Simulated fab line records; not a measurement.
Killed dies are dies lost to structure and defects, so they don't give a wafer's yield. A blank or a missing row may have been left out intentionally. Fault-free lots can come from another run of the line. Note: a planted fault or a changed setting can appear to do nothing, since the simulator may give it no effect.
fab line records	flow n5-finfet
record lots=12	wafers=32	last-day=18
route steps=1938 shown BEOL_M13@1700 PASSIVATION@1936
lots with no fault: from the same line, run without faults
start-h: hours from the record's first day to the start of the lot's first wafer shown	wait-h: hours elapsed since this lot's preceding step	" the same as in the row above	L1.1+2: one row covering several wafers at once	- either no value or no given start	* or withheld: withheld	< > ~ a bound
route shown NAME@n: names a module that has steps shown in the file, with the first one's number in the route	usual: mean/standard deviation taken from wafers without a fault	same: alike in all rows	chamber/n: place in a boat	sites: readings site by site	_std_site: the values' standard deviation	_edge_site: mean of outer sites minus mean of inner sites	radius-mm: how far each site lies from the wafer's centre	mask NAME#n: copy n	behind: the last tool/chamber to shape the wafer	hold: why the lot was held/for how many hours/how that ended	device: the transistor (n, p or np) that didn't switch	end of line: tests of these same wafers at the route's end	where a step has no rows: the recipe by itself	killed: the dies lost at the first sort to structure and to defects; this is not the yield of the wafer	map: a wafer's dies, marking killed ones x, the rest . and places with no die _
set.NAME: the setting that was run; set.NAME@STEP: the one run at that earlier step	model.NAME: the simulator's own value behind a step, which no gauge read
route steps across a sampled set of lots; one table per step, one row per wafer
services: a tool's chamber out of use, with start hour (start-h, from the record's first day; less than 0 if before it), hours out, and reason
## steps
# step N5_BEOL_M13_ETCH_38
# recipe chemistry=CF4/N2	target=SiCN	target-depth-a=675	taper-deg=2	time-s=71.9	ion-energy-ev=150	mask-material=SiO2	pressure-mtorr=40	source-w=430	bias-w=70	Ar_flow_sccm=100	cf4-flow-sccm=60	n2-flow-sccm=60
# usual drypump-motor-current-A=5.5/0.42	oes-product-au=0.79/0.077	rf-vpp-V=381.9/1.7	showerhead-plenum-p-Torr=2.19/0.059	throttle-valve-pct=15.49/0.24
lot.wafer	tool	chamber	start-h	wait-h	drypump-motor-current-A	oes-product-au	rf-hours-counter-h	rf-vpp-V	showerhead-plenum-p-Torr	throttle-valve-pct
L552.1	rie-diel-05	1	244.74	-	5.8	0.81	111	383.4	2.20	15.41
L552.2	"	0	"	"	5.1	0.76	141	380.8	2.12	15.63
L552.3	"	3	"	"	5.7	0.67	235	384.1	2.28	15.68
L554.1	rie-diel-04	2	244.79	-	5.2	0.82	53	383.3	2.23	15.36
L554.4	"	1	"	"	5.4	0.70	206	381.3	2.18	15.78
L554.6	"	1	"	"	5.3	0.70	-	383.7	2.18	15.78
L555.2	rie-diel-06	3	260.38	-	4.8	0.84	60	380.5	2.15	15.09
L555.4	"	0	"	"	5.0	0.67	250	382.0	2.17	15.90
L555.6	"	1	"	"	6.3	0.83	-	383.6	2.32	15.33
L557.2	rie-diel-04	3	288.97	-	4.8	0.92	33	381.3	2.17	15.10
L557.3	"	2	"	"	5.2	0.81	65	382.3	2.23	15.39
L557.6	"	2	"	"	5.2	0.82	-	382.3	2.23	15.37
L559.4	rie-diel-06	2	290.90	-	5.6	0.73	160	379.3	2.13	15.81
L559.5	"	3	"	"	4.8	0.81	-	381.0	2.14	15.11
L558.1	rie-diel-05	2	305.10	-	5.8	0.81	95	383.0	2.21	15.34
L558.3	"	0	"	"	5.2	0.73	159	379.5	2.11	15.67
L558.6	"	0	"	"	5.1	0.73	-	380.5	2.11	15.66
L562.1	rie-diel-05	2	313.29	-	5.8	0.80	99	382.2	2.21	15.35
L562.3	"	3	"	"	5.7	1.03	0	383.5	2.28	15.18
L562.4	"	0	"	"	5.1	0.73	163	380.5	2.11	15.68
L568.1	rie-diel-04	2	337.49	-	5.2	0.80	82	383.3	2.22	15.42
L568.5	"	0	"	"	5.6	0.84	-	381.0	2.14	15.57
L568.6	"	1	"	"	5.4	0.69	-	382.6	2.17	15.85
L573.4	rie-diel-04	3	369.71	-	4.8	0.87	59	379.9	2.16	15.14
L573.6	"	1	"	"	5.4	0.68	-	382.6	2.16	15.87
L569.4	rie-diel-06	2	370.44	-	5.7	0.71	-	380.9	2.12	15.86
L569.6	"	1	"	"	6.2	0.79	-	385.5	2.31	15.37
L572.2	rie-diel-05	3	375.16	-	5.7	0.95	18	382.9	2.27	15.22
L572.4	"	1	"	"	5.7	0.77	149	383.3	2.19	15.49
L574.1	rie-diel-06	3	393.69	-	4.8	0.78	98	379.2	2.13	15.18
L574.5	"	0	"	"	5.0	0.88	-	380.5	2.16	15.47
L574.6	"	3	"	"	4.8	0.78	-	381.5	2.13	15.16
# step N5_BEOL_M13_SPUTTER_43
# recipe material=TaN	target-thk-a=150	temp-c=50	bias-v=168.6	power-w=15000	chamber-pressure-pa=0.12	time-s=24.19
# usual throttle-valve-pct=30.1/0.94
lot.wafer	tool	chamber	start-h	wait-h	throttle-valve-pct
L552.1	pvd-sputter-01	-	245.25	0.0	30.1
L552.2	"	-	"	"	28.6
L552.3	"	-	"	"	30.1
L554.1	pvd-sputter-01	-	245.57	0.0	30.1
L554.4	"	-	"	"	30.1
L554.6	"	-	"	"	28.3
L555.2	pvd-sputter-03	-	261.15	0.0	29.7
L555.4	"	-	"	"	31.8
L555.6	"	-	"	"	30.5
L557.2	pvd-sputter-02	-	290.15	0.0	29.7
L557.3	"	-	"	"	30.1
L557.6	"	-	"	"	29.7
L559.4	pvd-sputter-02	-	291.39	0.0	32.1
L559.5	"	-	"	"	30.1
L558.1	pvd-sputter-03	-	305.42	0.0	29.7
L558.3	"	-	"	"	31.5
L558.6	"	-	"	"	31.6
L562.1	pvd-sputter-02	-	313.79	0.0	29.6
L562.3	"	-	"	"	31.9
L562.4	"	-	"	"	29.6
L568.1	pvd-sputter-01	-	338.05	0.0	28.3
L568.5	"	-	"	"	30.3
L568.6	"	-	"	"	29.3
L573.4	pvd-sputter-03	-	370.29	0.0	30.2
L573.6	"	-	"	"	30.0
L569.4	pvd-sputter-03	-	372.53	0.0	30.3
L569.6	"	-	"	"	30.4
L572.2	pvd-sputter-03	-	375.44	0.0	30.5
L572.4	"	-	"	"	31.6
L574.1	pvd-sputter-01	-	394.17	0.0	30.1
L574.5	"	-	"	"	28.5
L574.6	"	-	"	"	29.9
# step N5_BEOL_M13_SPUTTER_45
# recipe material=Cu	target-thk-a=800	temp-c=-20	bias-v=60	power-w=26000	chamber-pressure-pa=0.13	time-s=13.33
# usual throttle-valve-pct=30.1/0.92
lot.wafer	tool	chamber	start-h	wait-h	throttle-valve-pct
L552.1	pvd-sputter-01	-	245.41	0.0	30.1
L552.2	"	-	"	"	28.5
L552.3	"	-	"	"	30.0
L554.1	pvd-sputter-01	-	245.73	0.0	30.2
L554.4	"	-	"	"	29.9
L554.6	"	-	"	"	28.5
L555.2	pvd-sputter-03	-	261.31	0.0	29.9
L555.4	"	-	"	"	31.5
L555.6	"	-	"	"	30.4
L557.2	pvd-sputter-02	-	290.31	0.0	29.4
L557.3	"	-	"	"	29.8
L557.6	"	-	"	"	29.7
L559.4	pvd-sputter-02	-	291.55	0.0	32.3
L559.5	"	-	"	"	29.8
L558.1	pvd-sputter-03	-	305.58	0.0	29.7
L558.3	"	-	"	"	31.9
L558.6	"	-	"	"	31.4
L562.1	pvd-sputter-02	-	313.95	0.0	29.9
L562.3	"	-	"	"	32.0
L562.4	"	-	"	"	29.4
L568.1	pvd-sputter-01	-	338.21	0.0	28.5
L568.5	"	-	"	"	30.4
L568.6	"	-	"	"	29.5
L573.4	pvd-sputter-03	-	370.45	0.0	30.6
L573.6	"	-	"	"	30.3
L569.4	pvd-sputter-03	-	372.69	0.0	30.0
L569.6	"	-	"	"	30.2
L572.2	pvd-sputter-03	-	375.60	0.0	30.4
L572.4	"	-	"	"	31.9
L574.1	pvd-sputter-01	-	394.33	0.0	29.9
L574.5	"	-	"	"	28.4
L574.6	"	-	"	"	29.8
# step N5_BEOL_M13_ANNEAL_48
# recipe temp-c=225	time-s=90	ambient=N2
# usual wafer_temp_C_max=226.0/0.41
lot.wafer	tool	chamber	start-h	wait-h	wafer_temp_C_max
L552.1	rtp-anneal-01	0	245.69	0.1	225.4
L552.2	"	0	"	"	225.6
L552.3	"	0	"	"	225.5
L554.1	rtp-anneal-02	0	246.01	0.1	226.6
L554.4	"	0	"	"	226.3
L554.6	"	0	"	"	226.8
L555.2	rtp-anneal-01	0	261.80	0.3	225.6
L555.4	"	0	"	"	225.4
L555.6	"	0	"	"	225.4
L557.2	rtp-anneal-01	0	290.64	0.2	225.8
L557.3	"	0	"	"	226.0
L557.6	"	0	"	"	225.5
L559.4	rtp-anneal-02	0	291.97	0.2	226.4
L559.5	"	0	"	"	226.7
L558.1	rtp-anneal-01	0	305.90	0.2	226.1
L558.3	"	0	"	"	225.8
L558.6	"	0	"	"	225.9
L562.1	rtp-anneal-01	0	314.23	0.1	225.5
L562.3	"	0	"	"	225.4
L562.4	"	0	"	"	225.6
L568.1	rtp-anneal-01	0	338.49	0.1	226.0
L568.5	"	0	"	"	226.1
L568.6	"	0	"	"	225.9
L573.4	rtp-anneal-02	0	371.10	0.4	226.6
L573.6	"	0	"	"	226.6
L569.4	rtp-anneal-02	0	373.11	0.2	226.6
L569.6	"	0	"	"	226.4
L572.2	rtp-anneal-01	0	376.09	0.3	225.7
L572.4	"	0	"	"	226.0
L574.1	rtp-anneal-01	0	394.61	0.1	225.5
L574.5	"	0	"	"	225.9
L574.6	"	0	"	"	226.0
# step N5_BEOL_M13_CMP_49
# recipe stop-on=SiOC	t-overpolish-s=17.1	down-force-psi=1	platen-rpm=50	clearing-platen-down-force-psi=1.5	clearing-platen-rpm=50	post-cmp-clean=cu-alkaline	target-thk-nm=420	clearing-platen-pad-velocity-m-s=0.99484	pad-velocity-m-s=0.99484
# usual barrier-field-endpoint-s=30.4/1	motor-current-A=6.1/0.62
lot.wafer	tool	chamber	start-h	wait-h	barrier-field-endpoint-s	motor-current-A
L552.3	cmp-02	1	246.00	0.2	29.3	7.3
L552.1	"	2	"	"	29.6	6.2
L552.2	"	3	"	"	31.3	6.3
L554.4	cmp-04	2	246.38	0.2	29.9	6.9
L554.1	"	3	"	"	29.9	6.2
L554.6	"	0	"	"	30.6	5.2
L555.2	cmp-04	1	262.09	0.2	31.6	5.1
L555.4	"	3	"	"	30.9	6.2
L555.6	"	1	"	"	31.0	5.0
L557.2	cmp-02	3	290.93	0.2	32.0	6.5
L557.3	"	1	"	"	29.9	7.3
L557.6	"	3	"	"	31.3	6.6
L559.4	cmp-01	3	292.21	0.2	31.2	5.3
L559.5	"	1	"	"	28.0	5.2
L558.1	cmp-01	0	306.27	0.3	31.4	5.8
L558.3	"	1	"	"	30.2	5.6
L558.6	"	3	"	"	32.8	5.5
L562.4	cmp-01	3	314.55	0.1	31.2	5.5
L562.3	"	1	"	"	28.7	5.4
L562.1	"	2	"	"	31.1	6.2
L568.1	cmp-04	0	338.86	0.3	30.8	5.2
L568.6	"	2	"	"	31.2	6.4
L568.5	"	3	"	"	31.0	6.1
L573.4	cmp-02	2	371.37	0.2	34.9	6.2
L573.6	"	3	"	"	36.9	6.1
L569.4	cmp-02	1	373.38	0.2	34.5	6.7
L569.6	"	2	"	"	34.5	6.4
L572.4	cmp-04	0	376.39	0.2	36.4	5.2
L572.2	"	2	"	"	31.8	6.7
L574.1	cmp-02	2	394.98	0.3	30.0	6.4
L574.6	"	0	"	"	29.7	6.3
L574.5	"	1	"	"	30.1	7.1
# step N5_PASSIVATION_PROBE_49
# usual defect-limited-yield=91.5/1.5	killed_at_M0_to_M3=33/9.9	killed_at_M4_up=14/5.2	killed-at-contacts=11/5.2	killed-at-front-end=38/10	killed-at-other=4/3.5	killed-dies=100/18	killed-open=66/14	killed-short=32/6.9	sort_bin_4_leakage=0.00/0.027	sort_bin_5_function=5.0/1	sort_bin_6_memory=3.1/0.69	sort-n-pass=1080/18	sort-yield-pct=91.5/1.5
# same gross-dies=1180	killed-at-back-side=0	sort_bin_8_speed[%]=0
lot.wafer	tool	chamber	start-h	wait-h	defect-limited-yield[%]	killed_at_M0_to_M3	killed_at_M4_up	killed-at-contacts	killed-at-front-end	killed-at-other	killed-dies	killed-open	killed-short	sort_bin_4_leakage[%]	sort_bin_5_function[%]	sort_bin_6_memory[%]	sort-n-pass	sort-yield-pct[%]
L552.1	prober-02	-	272.83	0.0	89.2	46	14	13	46	8	127	84	37	0	6.2	3.8	1053	89.2
L552.2	prober-02	-	272.88	0.1	89.9	20	34	17	44	4	119	89	29	0	5.9	3.8	1061	89.9
L552.3	prober-02	-	272.93	0.1	91.1	42	7	10	40	6	105	72	33	0	6.1	2.6	1075	91.1
L554.1	prober-01	-	276.72	0.0	93.6	17	13	2	38	5	75	43	31	0	3.5	2.7	1105	93.6
L554.4	prober-01	-	276.87	0.2	94.3	20	8	3	31	5	67	40	27	0	3.6	1.9	1113	94.3
L554.6	prober-01	-	276.97	0.3	91.9	26	18	12	37	2	95	65	30	0	5.0	2.7	1085	91.9
L555.2	prober-01	-	292.70	0.1	93.4	35	8	13	18	4	78	51	26	0	4.2	2.2	1102	93.4
L555.4	prober-01	-	292.80	0.2	93.5	19	15	11	28	4	77	54	22	0	3.9	2.5	1103	93.5
L555.6	prober-01	-	292.90	0.3	89.7	38	5	17	59	2	121	73	47	0	5.9	3.8	1059	89.7
L557.2	prober-01	-	324.03	0.1	92.4	28	15	13	25	9	90	61	28	0	4.2	3.1	1090	92.4
L557.3	prober-01	-	324.08	0.1	93.1	14	12	14	30	11	81	49	28	0	4.9	1.7	1099	93.1
L557.6	prober-01	-	324.23	0.3	92.5	22	14	10	30	12	88	55	27	0	4.6	2.9	1092	92.5
L559.4	prober-02	-	324.38	0.2	90.8	30	13	5	52	8	108	67	34	0	5.3	2.8	1072	90.8
L559.5	prober-02	-	324.43	0.2	89.7	36	15	6	52	12	121	87	22	0	6.0	3.6	1059	89.7
L558.1	prober-02	-	333.61	0.1	93.1	25	11	8	37	1	82	51	31	0	3.6	2.9	1098	93.1
L558.3	prober-02	-	333.71	0.2	91.3	31	15	12	44	1	103	68	29	0	5.1	2.9	1077	91.3
L558.6	prober-02	-	333.86	0.4	91.4	50	16	3	32	1	102	59	37	0	5.1	2.9	1078	91.4
L562.1	prober-01	-	347.04	0.0	89.7	29	12	25	53	2	121	85	35	0	6.1	3.7	1059	89.7
L562.3	prober-01	-	347.14	0.1	90.0	37	11	20	48	2	118	75	43	0	6.1	3.5	1062	90.0
L562.4	prober-01	-	347.19	0.2	88.3	38	17	16	66	1	138	82	48	0	6.4	4.0	1042	88.3
L568.1	prober-01	-	365.22	0.0	92.5	20	11	15	42	1	89	48	40	0	4.5	2.7	1091	92.5
L568.5	prober-01	-	365.42	0.2	93.1	26	10	7	33	5	81	56	24	0	3.6	3.0	1099	93.1
L568.6	prober-01	-	365.47	0.3	92.6	21	13	20	28	5	87	59	26	0	4.2	2.9	1093	92.6
L573.4	prober-02	-	395.35	0.2	91.7	45	20	11	22	0	98	63	33	0	4.7	3.4	1082	91.7
L573.6	prober-02	-	395.45	0.3	88.8	47	35	17	31	2	132	96	34	0	6.6	4.6	1048	88.8
L572.2	prober-01	-	404.13	0.1	90.2	48	12	4	44	8	116	79	31	0	4.8	4.2	1064	90.2
L572.4	prober-01	-	404.23	0.2	87.2	56	15	11	54	15	151	97	45	0	7.5	5.0	1029	87.2
L569.4	prober-02	-	404.98	0.2	91.4	46	10	11	32	2	101	66	35	0	5.3	2.7	1079	91.4
L569.6	prober-02	-	405.08	0.3	90.5	43	15	10	43	1	112	60	40	1.44	5.2	3.4	1051	89.1
L574.1	prober-01	-	421.61	0.0	92.8	40	13	12	19	1	85	57	24	0	4.4	2.5	1095	92.8
L574.5	prober-01	-	421.81	0.2	90.2	39	11	17	48	1	116	85	30	0	6.4	3.1	1064	90.2
L574.6	prober-01	-	421.86	0.3	91.9	27	10	15	42	2	96	68	27	0	5.5	2.5	1084	91.9
# killed by level:class
L552.1 FIN_SAQP:geometric-particle:open=11 BEOL_M0_SAQP:geometric-particle:short=11 MOL_CONTACT_COAG:geometric-particle:open=11 BEOL_M1:geometric-particle:open=10 BEOL_M4:geometric-particle:open=9 FIN_SAQP:geometric-particle:short=8 BEOL_M3:geometric-particle:open=8 STI_FIN_REVEAL:geometric-particle:open=7
L552.2 BEOL_M4:geometric-particle:open=23 STI_FIN_REVEAL:geometric-particle:open=21 MOL_CONTACT_COAG:geometric-particle:open=14 BEOL_M3:geometric-particle:open=7 FIN_SAQP:geometric-particle:open=6 BEOL_M4:geometric-particle:short=5 STARTING-WAFER:geometric-particle:short=5 FIN_SAQP:geometric-particle:short=4
L552.3 BEOL_M3:geometric-particle:open=15 STI_FIN_REVEAL:geometric-particle:open=14 MOL_CONTACT_COAG:geometric-particle:open=10 BEOL_M0_SAQP:geometric-particle:short=9 GATE_CUT:geometric-particle:short=7 BEOL_M0_SAQP:geometric-particle:open=6 STI_FIN_REVEAL:geometric-particle:short=5 BEOL_M2:geometric-particle:open=5
L554.1 FIN_SAQP:geometric-particle:short=10 FIN_SAQP:geometric-particle:open=7 STI_FIN_REVEAL:geometric-particle:open=6 BEOL_M0_SAQP:geometric-particle:open=6 BEOL_M5:geometric-particle:open=5 DUMMY_GATE:geometric-particle:open=4 BEOL_M2:geometric-particle:short=4 BEOL_M4:geometric-particle:open=4
L554.4 FIN_SAQP:geometric-particle:open=8 FIN_SAQP:geometric-particle:short=6 STI_FIN_REVEAL:geometric-particle:open=4 BEOL_M0_SAQP:geometric-particle:open=4 BEOL_M0_SAQP:geometric-particle:short=3 BEOL_M1:geometric-particle:open=3 BEOL_M3:geometric-particle:open=3 MIM_TOP_ETCH:geometric-particle:short=3
L554.6 FIN_SAQP:geometric-particle:short=11 BEOL_M3:geometric-particle:open=11 MOL_CONTACT_COAG:geometric-particle:open=10 FIN_SAQP:geometric-particle:open=8 BEOL_M4:geometric-particle:open=8 STARTING-WAFER:geometric-particle:open=6 BEOL_M0_SAQP:geometric-particle:open=4 STARTING-WAFER:geometric-particle:short=4
L555.2 MOL_CONTACT_COAG:geometric-particle:open=11 BEOL_M2:geometric-particle:open=10 BEOL_M0_SAQP:geometric-particle:open=8 BEOL_M0_SAQP:geometric-particle:short=7 STI_FIN_REVEAL:geometric-particle:open=5 BEOL_M4:geometric-particle:open=4 BEOL_M2:geometric-particle:short=3 FIN_SAQP:geometric-particle:short=3
L555.4 MOL_CONTACT_COAG:geometric-particle:open=8 BEOL_M0_SAQP:geometric-particle:open=6 FIN_SAQP:geometric-particle:short=4 FIN_SAQP:geometric-particle:open=4 STI_FIN_REVEAL:geometric-particle:open=4 GATE_CUT:geometric-particle:open=4 BEOL_M2:geometric-particle:open=4 BEOL_M7:geometric-particle:open=4
L555.6 STI_FIN_REVEAL:geometric-particle:open=19 MOL_CONTACT_COAG:geometric-particle:open=16 BEOL_M0_SAQP:geometric-particle:short=16 BEOL_M0_SAQP:geometric-particle:open=12 FIN_SAQP:geometric-particle:short=10 FIN_SAQP:geometric-particle:open=8 GATE_CUT:geometric-particle:short=6 GATE_CUT:geometric-particle:open=4
L557.2 MOL_CONTACT_COAG:geometric-particle:open=11 BEOL_M1:geometric-particle:open=9 STI_FIN_REVEAL:geometric-particle:open=6 MIM_TOP_ETCH:geometric-particle:short=6 BEOL_M0_SAQP:geometric-particle:open=4 BEOL_M2:geometric-particle:open=4 BEOL_M4:geometric-particle:open=4 STARTING-WAFER:geometric-particle:short=4
L557.3 MOL_CONTACT_COAG:geometric-particle:open=11 BEOL_M0_SAQP:geometric-particle:short=6 DUMMY_GATE:geometric-particle:open=5 GATE_CUT:geometric-particle:short=5 BEOL_M4:geometric-particle:open=5 STARTING-WAFER:geometric-particle:open=4 PASSIVATION:area-etch=4 FIN_SAQP:geometric-particle:open=3
L557.6 FIN_SAQP:geometric-particle:open=9 MOL_CONTACT_COAG:geometric-particle:open=9 BEOL_M0_SAQP:geometric-particle:open=7 BEOL_M0_SAQP:geometric-particle:short=4 BEOL_M2:geometric-particle:open=4 BEOL_M4:geometric-particle:open=4 MIM_TOP_ETCH:geometric-particle:open=4 PASSIVATION:area-etch=4
L559.4 BEOL_M3:geometric-particle:open=10 DUMMY_GATE:geometric-particle:open=9 FIN_SAQP:geometric-particle:short=8 BEOL_M0_SAQP:geometric-particle:short=7 HKMG_FIN:area-etch=7 FIN_SAQP:geometric-particle:open=6 MOL_CONTACT_COAG:geometric-particle:open=5 BEOL_M0_SAQP:geometric-particle:open=5
L559.5 FIN_SAQP:geometric-particle:open=18 BEOL_M3:geometric-particle:open=16 STI_FIN_REVEAL:geometric-particle:open=9 PASSIVATION:area-etch=7 FIN_SAQP:geometric-particle:short=6 BEOL_M0_SAQP:geometric-particle:open=6 BEOL_M1:geometric-particle:open=6 MOL_CONTACT_COAG:geometric-particle:open=5
L558.1 FIN_SAQP:geometric-particle:open=9 BEOL_M0_SAQP:geometric-particle:short=7 FIN_SAQP:geometric-particle:short=6 MOL_CONTACT_COAG:geometric-particle:open=6 BEOL_M0_SAQP:geometric-particle:open=6 BEOL_M3:geometric-particle:open=6 GATE_CUT:geometric-particle:short=5 STI_FIN_REVEAL:geometric-particle:open=4
L558.3 FIN_SAQP:geometric-particle:open=14 MOL_CONTACT_COAG:geometric-particle:open=12 BEOL_M4:geometric-particle:open=12 BEOL_M0_SAQP:geometric-particle:short=9 FIN_SAQP:geometric-particle:short=7 DUMMY_GATE:geometric-particle:open=6 BEOL_M0_SAQP:geometric-particle:open=6 HKMG_FIN:area-etch=6
L558.6 BEOL_M0_SAQP:geometric-particle:open=26 BEOL_M0_SAQP:geometric-particle:short=22 FIN_SAQP:geometric-particle:open=9 BEOL_M4:geometric-particle:open=7 HKMG_FIN:area-etch=6 FIN_SAQP:geometric-particle:short=5 STI_FIN_REVEAL:geometric-particle:open=4 ILD0:geometric-particle:short=3
L562.1 MOL_CONTACT_COAG:geometric-particle:open=21 STI_FIN_REVEAL:geometric-particle:open=14 BEOL_M3:geometric-particle:open=8 GATE_CUT:geometric-particle:open=6 BEOL_M0_SAQP:geometric-particle:open=6 FIN_SAQP:geometric-particle:open=5 FIN_SAQP:geometric-particle:short=5 DUMMY_GATE:geometric-particle:open=5
L562.3 STI_FIN_REVEAL:geometric-particle:open=18 MOL_CONTACT_COAG:geometric-particle:open=14 BEOL_M0_SAQP:geometric-particle:short=11 BEOL_M1:geometric-particle:open=11 BEOL_M0_SAQP:geometric-particle:open=10 STI_FIN_REVEAL:geometric-particle:short=7 MOL_CONTACT_COAG:geometric-particle:short=6 FIN_SAQP:geometric-particle:short=5
L562.4 FIN_SAQP:geometric-particle:open=18 FIN_SAQP:geometric-particle:short=16 MOL_CONTACT_COAG:geometric-particle:open=13 BEOL_M3:geometric-particle:open=13 STI_FIN_REVEAL:geometric-particle:open=8 GATE_CUT:geometric-particle:short=6 BEOL_M2:geometric-particle:open=6 BEOL_M3:geometric-particle:short=6
L568.1 MOL_CONTACT_COAG:geometric-particle:open=12 FIN_SAQP:geometric-particle:short=11 STI_FIN_REVEAL:geometric-particle:open=7 GATE_CUT:geometric-particle:short=5 STARTING-WAFER:geometric-particle:open=5 DUMMY_GATE:geometric-particle:open=4 DUMMY_GATE:geometric-particle:short=4 BEOL_M0_SAQP:geometric-particle:open=4
L568.5 FIN_SAQP:geometric-particle:open=9 BEOL_M4:geometric-particle:open=7 BEOL_M2:geometric-particle:short=6 BEOL_M3:geometric-particle:open=6 DUMMY_GATE:geometric-particle:open=5 MOL_CONTACT_COAG:geometric-particle:open=5 BEOL_M0_SAQP:geometric-particle:open=5 STI_FIN_REVEAL:geometric-particle:open=4
L568.6 MOL_CONTACT_COAG:geometric-particle:open=14 BEOL_M1:geometric-particle:open=6 BEOL_M0_SAQP:geometric-particle:short=5 BEOL_M4:geometric-particle:open=5 STARTING-WAFER:geometric-particle:open=5 FIN_SAQP:geometric-particle:open=4 STI_FIN_REVEAL:geometric-particle:open=4 DUMMY_GATE:geometric-particle:open=4
L573.4 BEOL_M0_SAQP:geometric-particle:open=14 BEOL_M4:geometric-particle:open=11 BEOL_M0_SAQP:geometric-particle:short=10 MOL_CONTACT_COAG:geometric-particle:open=8 BEOL_M1:geometric-particle:open=7 STI_FIN_REVEAL:geometric-particle:open=6 GATE_CUT:geometric-particle:short=4 FIN_SAQP:geometric-particle:short=4
L573.6 BEOL_M4:geometric-particle:open=18 MOL_CONTACT_COAG:geometric-particle:open=16 BEOL_M1:geometric-particle:open=12 FIN_SAQP:geometric-particle:open=10 BEOL_M0_SAQP:geometric-particle:short=10 BEOL_M0_SAQP:geometric-particle:open=8 BEOL_M2:geometric-particle:open=5 STI_FIN_REVEAL:geometric-particle:open=4
L572.2 BEOL_M0_SAQP:geometric-particle:open=14 BEOL_M0_SAQP:geometric-particle:short=10 BEOL_M3:geometric-particle:open=10 STI_FIN_REVEAL:geometric-particle:open=9 DUMMY_GATE:geometric-particle:open=8 HKMG_FIN:area-etch=6 BEOL_M2:geometric-particle:open=5 FIN_SAQP:geometric-particle:open=4
L572.4 BEOL_M0_SAQP:geometric-particle:short=15 STI_FIN_REVEAL:geometric-particle:open=14 BEOL_M0_SAQP:geometric-particle:open=14 FIN_SAQP:geometric-particle:open=12 BEOL_M3:geometric-particle:open=11 MOL_CONTACT_COAG:geometric-particle:open=10 PASSIVATION:area-etch=9 BEOL_M2:geometric-particle:open=8
L569.4 STI_FIN_REVEAL:geometric-particle:open=15 BEOL_M0_SAQP:geometric-particle:short=15 BEOL_M0_SAQP:geometric-particle:open=11 MOL_CONTACT_COAG:geometric-particle:open=9 BEOL_M2:geometric-particle:open=6 STI_FIN_REVEAL:geometric-particle:short=5 BEOL_M0:geometric-particle:open=4 FIN_SAQP:geometric-particle:open=3
L569.6 BEOL_M0_SAQP:geometric-particle:short=13 FIN_SAQP:geometric-particle:open=11 STI_FIN_REVEAL:geometric-particle:open=11 HKMG_FIN:area-etch=10 BEOL_M2:geometric-particle:short=9 MOL_CONTACT_COAG:geometric-particle:open=8 BEOL_M0_SAQP:geometric-particle:open=7 BEOL_M2:geometric-particle:open=7
L574.1 MOL_CONTACT_COAG:geometric-particle:open=10 BEOL_M1:geometric-particle:open=10 BEOL_M3:geometric-particle:open=8 BEOL_M3:geometric-particle:short=8 FIN_SAQP:geometric-particle:short=6 BEOL_M0_SAQP:geometric-particle:open=6 FIN_SAQP:geometric-particle:open=5 BEOL_M0_SAQP:geometric-particle:short=4
L574.5 FIN_SAQP:geometric-particle:open=18 STI_FIN_REVEAL:geometric-particle:open=13 MOL_CONTACT_COAG:geometric-particle:open=13 BEOL_M3:geometric-particle:open=8 BEOL_M2:geometric-particle:open=8 BEOL_M0_SAQP:geometric-particle:open=7 BEOL_M0_SAQP:geometric-particle:short=6 FIN_SAQP:geometric-particle:short=4
L574.6 MOL_CONTACT_COAG:geometric-particle:open=12 BEOL_M3:geometric-particle:open=12 DUMMY_GATE:geometric-particle:open=8 FIN_SAQP:geometric-particle:open=7 BEOL_M0_SAQP:geometric-particle:short=7 GATE_CUT:geometric-particle:short=6 FIN_SAQP:geometric-particle:short=5 BEOL_M0_SAQP:geometric-particle:open=5
## services
tool	chamber	start-h	hours	kind
cmp-04	-	233.19	1.7	repair
cmp-01	-	236.25	10.6	pm
cmp-02	-	252.02	4.6	pm
cmp-01	-	257.26	2.1	repair
cmp-02	-	259.66	5.2	repair
rie-diel-05	2	268.41	8.9	repair
cmp-02	-	269.14	1.4	repair
rie-diel-04	0	281.69	8.8	repair
cmp-04	-	286.21	1.1	repair
cmp-04	-	292.15	4.0	pm
rie-diel-06	3	296.55	2.8	repair
rie-diel-05	1	307.24	4.8	repair
cmp-04	-	317.03	4.6	repair
rie-diel-06	1	338.64	6.6	repair
cmp-01	-	339.06	4.9	pm
cmp-01	-	349.24	1.2	repair
rie-diel-04	0	351.31	15.8	repair
pvd-sputter-02	-	362.16	3.7	repair
rie-diel-06	0	367.43	7.2	repair
rie-diel-06	3	369.77	1.9	repair
cmp-02	-	373.50	4.0	pm
rie-diel-04	1	388.08	15.1	repair
pvd-sputter-03	-	389.76	3.1	repair
cmp-04	-	394.12	4.4	repair
## key
first-sign step=N5_BEOL_M13_CMP_49	reading=barrier-field-endpoint-s	direction=up	sigmas=4.9	usual=30.4	struck=35.4
effect none on later readings
met-at N5_BEOL_M13_SPUTTER_43
struck-lots L569,L572,L573
struck-wafers L569.4,L569.6,L572.4,L573.4,L573.6
baseline-loss step=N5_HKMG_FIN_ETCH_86	wafers=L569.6
not-acting-at N5_BEOL_M13_ETCH_38,N5_BEOL_M13_SPUTTER_45,N5_BEOL_M13_ANNEAL_48
onset-between 305.42 370.29
fault kind=process-parameter-drift	tool=pvd-sputter-03	chamber=-	onset-h=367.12	steps=N5_BEOL_M13_SPUTTER_43	channel=time-s	offset=*	shape=step	end-h=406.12	scope=struck-wafers-only	acts-in=*	stated=*
# baseline-loss: these wafers lose ten dies or more at that step, a loss of the line's own and not of a fault; the sort's usual values leave them out
